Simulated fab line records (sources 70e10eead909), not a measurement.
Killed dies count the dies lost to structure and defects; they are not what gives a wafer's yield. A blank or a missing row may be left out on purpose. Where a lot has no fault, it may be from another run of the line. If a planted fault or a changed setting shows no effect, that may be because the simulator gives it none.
Which tool is to blame? ; flow nand-harc ; Sampling: 11 lots, 32 wafers, 3 of 1159 route steps

## WHAT EACH GAUGE READ, for each wafer
NHARC_P_GATE_CD_MEAS_26: the cd target is 120 nm. Usual: cd-nm reads 120.1 nm (standard deviation 0.74).
lot;measured;on;cd-nm (nm);flag
L133;day 4 09:34;cd-sem-02;118.7 120.1 118.5;
L134;day 5 00:57;cd-sem-03;119.6 120.2 119.4;
L136;day 5 03:08;cd-sem-01;120.8 119.4 120.5;
L138;day 5 16:11;cd-sem-02;121.0 120.2 120.3;
L139;day 6 06:52;cd-sem-03;120.1 121.1 120.5;
L142;day 7 06:06;cd-sem-03;122.1 123.4 121.7 122.3 123.5 121.9;OFF
L143;day 7 05:20;cd-sem-01;122.9 122.8 122.7 123.0;OFF
L147;day 8 13:33;cd-sem-02;120.0 120.1 120.1;
L154;day 9 15:46;cd-sem-03;119.7 119.7 120.0;
L153;day 9 16:22;cd-sem-03;119.6 119.3 120.0;
L156;day 10 06:02;cd-sem-03;120.7 121.4 120.5;

## WHAT TOOL EACH LOT RAN ON (gives the tool, then ch and the chambers of the sampled wafers, and finally the start)
lot;NHARC_P_STI_ETCH_42;NHARC_P_GATE_PEB_24
L133;rie-diel-06 ch 0,2, day 2 07:44;litho-track-06 ch 0, day 4 09:29
L134;rie-diel-11 ch 1,3, day 2 19:05;litho-track-06 ch 0, day 5 00:52
L136;rie-diel-12 ch 1,2,3, day 3 05:02;litho-track-04 ch 0, day 5 03:03
L138;rie-diel-12 ch 0,2,3, day 3 14:26;litho-track-04 ch 0, day 5 16:05
L139;rie-diel-11 ch 0,1,3, day 3 23:10;litho-track-04 ch 0, day 6 06:47
L142;rie-diel-06 ch 0,1,2, day 4 19:52;litho-track-04 ch 0, day 7 06:01
L143;rie-diel-12 ch 0,1, day 4 20:01;litho-track-04 ch 0, day 7 05:16
L147;rie-diel-06 ch 0,1,3, day 6 01:10;litho-track-06 ch 0, day 8 13:28
L154;rie-diel-12 ch 1,2,3, day 7 15:25;litho-track-06 ch 0, day 9 15:41
L153;rie-diel-11 ch 0,1,2, day 7 15:35;litho-track-06 ch 0, day 9 16:17
L156;rie-diel-06 ch 0,3, day 8 04:56;litho-track-04 ch 0, day 10 05:57
- NHARC_P_STI_ETCH_42: etches the open film in N2/H2, target depth 80 nm, overetch 24 nm, time 61 s.
- NHARC_P_GATE_PEB_24: peb time 65 s.

## WHAT THE TOOLS THEMSELVES READ (means of the sampled wafers that have a number; where no wafer has one, the mark that the record gives instead)
NHARC_P_STI_ETCH_42. Usual: drypump-motor-current-A 5.6 A, standard deviation 0.43; oes-product-au 1.008 a.u., standard deviation 0.013; rf-vpp-V 431.2 V, standard deviation 2.5; showerhead-plenum-p-Torr 2.07 Torr, standard deviation 0.081; throttle-valve-pct 14.170 %, standard deviation 0.009.
lot;tool;drypump-motor-current-A (A);oes-product-au (a.u.);rf-vpp-V (V);showerhead-plenum-p-Torr (Torr);throttle-valve-pct (%);flag
L133;rie-diel-06;5.1;0.997;432.3;2.11;14.172;
L134;rie-diel-11;5.6;1.008;429.4;1.99;14.169;
L136;rie-diel-12;5.7;1.009;431.9;2.09;14.169;
L138;rie-diel-12;5.4;1.011;429.9;2.04;14.171;
L139;rie-diel-11;5.5;1.011;429.0;1.99;14.172;
L142;rie-diel-06;5.2;0.996;433.4;2.12;14.171;
L143;rie-diel-12;5.5;1.008;433.5;2.13;14.158;
L147;rie-diel-06;5.4;1.008;432.0;2.08;14.167;
L154;rie-diel-12;5.8;1.019;432.4;2.09;14.167;
L153;rie-diel-11;5.8;1.001;428.5;1.99;14.164;
L156;rie-diel-06;5.3;1.000;431.4;2.07;14.170;

NHARC_P_GATE_PEB_24. Usual: heater-power-total-W 156.6 W, standard deviation 0.43; plate-temp-C 100.00 C, standard deviation 0.12.
lot;tool;heater-power-total-W (W);plate-temp-C (C);flag
L133;litho-track-06;156.4;100.03;
L134;litho-track-06;156.8;99.89;
L136;litho-track-04;156.6;100.09;
L138;litho-track-04;156.8;100.04;
L139;litho-track-04;156.2;99.90;
L142;litho-track-04;155.3;99.44;OFF
L143;litho-track-04;154.6;99.70;OFF
L147;litho-track-06;156.5;99.98;
L154;litho-track-06;156.8;99.93;
L153;litho-track-06;156.9;100.09;
L156;litho-track-04;156.5;99.89;

## THE ANSWER, worked out from the rows above alone
Rule: a lot is off if the mean of its wafers that have a number lies more than 3 standard deviations from the usual mean. Also off: a lot with no number at a reading for which 4 or more lots have one. The other lots that the step has rows for count as sound. After the gauges, taken in route order, come the tools' own readings; for these a lot's mean is taken, as printed above. At the first step where some lot is off, the reading lying furthest off is the one used; lots without a number count as furthest.
Off, at NHARC_P_GATE_CD_MEAS_26 on cd-nm: L142, L143.
A tool fits if, at a process step before that reading, it ran every lot that is off, and no sound lot after the first of them. The gauges at NHARC_P_GATE_CD_MEAS_26 aren't tried: what is off there is off at NHARC_P_GATE_PEB_24 too, on other tools, and a gauge's error can't cause that. Not one of the candidates tried fits.

## WHAT HAD BEEN PUT IN BY THE SIMULATOR
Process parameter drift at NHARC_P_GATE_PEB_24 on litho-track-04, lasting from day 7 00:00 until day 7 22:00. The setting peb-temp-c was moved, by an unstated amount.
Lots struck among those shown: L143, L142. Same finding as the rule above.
